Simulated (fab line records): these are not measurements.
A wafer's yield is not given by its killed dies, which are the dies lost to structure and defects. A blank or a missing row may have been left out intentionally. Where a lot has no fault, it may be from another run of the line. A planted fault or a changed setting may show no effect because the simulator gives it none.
The same fault as seen by 3 desks || flow nand-harc || only its own numbers are on each desk; what lay behind them is given at the end

AT THE METROLOGY DESK
What the gauges read, lot by lot, whatever tool the lot ran on: means of the sampled wafers that have a number. A lot is out of limits, marked OUT, if its mean lies more than 4 standard deviations from the usual mean; the brackets give that distance.
Columns: A = cd-nm at NHARC_A_CHANNEL_HOLE_D1_CD_MEAS_30, usual 89.6 nm
{"lot": "L740", "first seen here": "day 9 07:25", "A": 88.3}
{"lot": "L738", "first seen here": "day 9 09:06", "A": 90.5}
{"lot": "L741", "first seen here": "day 9 13:16", "A": 89.8}
{"lot": "L742", "first seen here": "day 9 15:43", "A": 89.7}
{"lot": "L743", "first seen here": "day 9 17:49", "A": 88.6}
{"lot": "L745", "first seen here": "day 9 23:00", "A": 89.2}
{"lot": "L744", "first seen here": "day 10 00:02", "A": 90.1}
{"lot": "L752", "first seen here": "day 11 16:11", "A": 89.9}
{"lot": "L751", "first seen here": "day 12 09:12", "A": 88.5}
{"lot": "L756", "first seen here": "day 13 05:28", "A": 89.8}
{"lot": "L758", "first seen here": "day 13 11:59", "A": 90.7}
This desk's verdict: no lot among the 11 shows anything out of limits.

THE DEFECT DESK
Per lot, the means of the sampled wafers with a number show what the inspections along the route counted. A lot is out of limits, marked OUT, if its mean lies more than 4 standard deviations from the usual mean; the brackets give that distance.
Columns: A = raw-defect-count at NHARC_A_CHANNEL_HOLE_D1_INSPECT_40, usual 63
{"lot": "L740", "first seen here": "day 9 07:36", "A": 62}
{"lot": "L738", "first seen here": "day 9 09:17", "A": 59}
{"lot": "L741", "first seen here": "day 9 13:27", "A": 64}
{"lot": "L742", "first seen here": "day 9 15:54", "A": 81}
{"lot": "L743", "first seen here": "day 9 18:01", "A": 51}
{"lot": "L745", "first seen here": "day 9 23:11", "A": 70}
{"lot": "L744", "first seen here": "day 10 00:13", "A": 65}
{"lot": "L752", "first seen here": "day 11 16:22", "A": "1191 (+75) OUT"}
{"lot": "L751", "first seen here": "day 12 09:23", "A": "1220 (+77) OUT"}
{"lot": "L756", "first seen here": "day 13 05:39", "A": 57}
{"lot": "L758", "first seen here": "day 13 12:10", "A": 84}
This desk's finding: out of limits on L751, L752; first on L752, day 11 16:22 (raw-defect-count at NHARC_A_CHANNEL_HOLE_D1_INSPECT_40). L740, L738, L741, L742, L743, L745, L744, L756, L758 stayed within limits.

FOR THE TOOL OWNER'S DESK: har-etch-02
The tool's own readings at NHARC_A_CHANNEL_HOLE_D1_ETCH_26 (etches the open film in C4F8/O2/Ar, time 224.1 s, target depth 300 nm): means of the sampled wafers that have a number, for each lot that ran on this tool. A lot is out of limits, marked OUT, if its mean lies more than 4 standard deviations from the usual mean; the brackets give that distance.
Columns: A = drypump-motor-current-A at NHARC_A_CHANNEL_HOLE_D1_ETCH_26, usual 5.62 A; B = he-backside-leak-sccm at NHARC_A_CHANNEL_HOLE_D1_ETCH_26, usual 5.6 sccm; C = showerhead-plenum-p-Torr at NHARC_A_CHANNEL_HOLE_D1_ETCH_26, usual 3.71 Torr; D = throttle-valve-pct at NHARC_A_CHANNEL_HOLE_D1_ETCH_26, usual 24.584 %
{"lot": "L738", "first seen here": "day 9 07:23", "A": 5.61, "B": 5.6, "C": 3.73, "D": 24.587}
{"lot": "L741", "first seen here": "day 9 11:31", "A": 5.60, "B": 5.5, "C": 3.73, "D": 24.567}
{"lot": "L743", "first seen here": "day 9 15:43", "A": 5.60, "B": 5.4, "C": 3.65, "D": 24.592}
{"lot": "L744", "first seen here": "day 9 22:08", "A": 5.60, "B": 5.6, "C": 3.64, "D": 24.586}
{"lot": "L752", "first seen here": "day 11 14:20", "A": 5.62, "B": 5.3, "C": 3.72, "D": 24.589}
{"lot": "L751", "first seen here": "day 12 07:29", "A": 5.59, "B": 5.4, "C": 3.63, "D": 24.576}
This desk's verdict: no lot among the 6 shows anything out of limits.

ALL TOGETHER
The defect desk could have raised an alarm at day 11 16:22, on L751, L752.
From the metrology desk's view, nothing was out of limits.
Nothing out of limits was seen by the tool owner's desk.
The metrology desk holds a record of L751, L752, inside its limits.
Tool owner's desk: L751, L752 on record, inside its limits.
Every lot named ran NHARC_A_CHANNEL_HOLE_D1_ETCH_26 on har-etch-02.

WHAT WAS PUT IN BY THE SIMULATOR
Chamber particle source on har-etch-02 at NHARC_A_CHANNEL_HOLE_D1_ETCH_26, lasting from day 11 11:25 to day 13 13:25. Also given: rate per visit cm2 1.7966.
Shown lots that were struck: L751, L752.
Hours from the fault's start to each desk's first reading out of limits: the defect desk, 5.
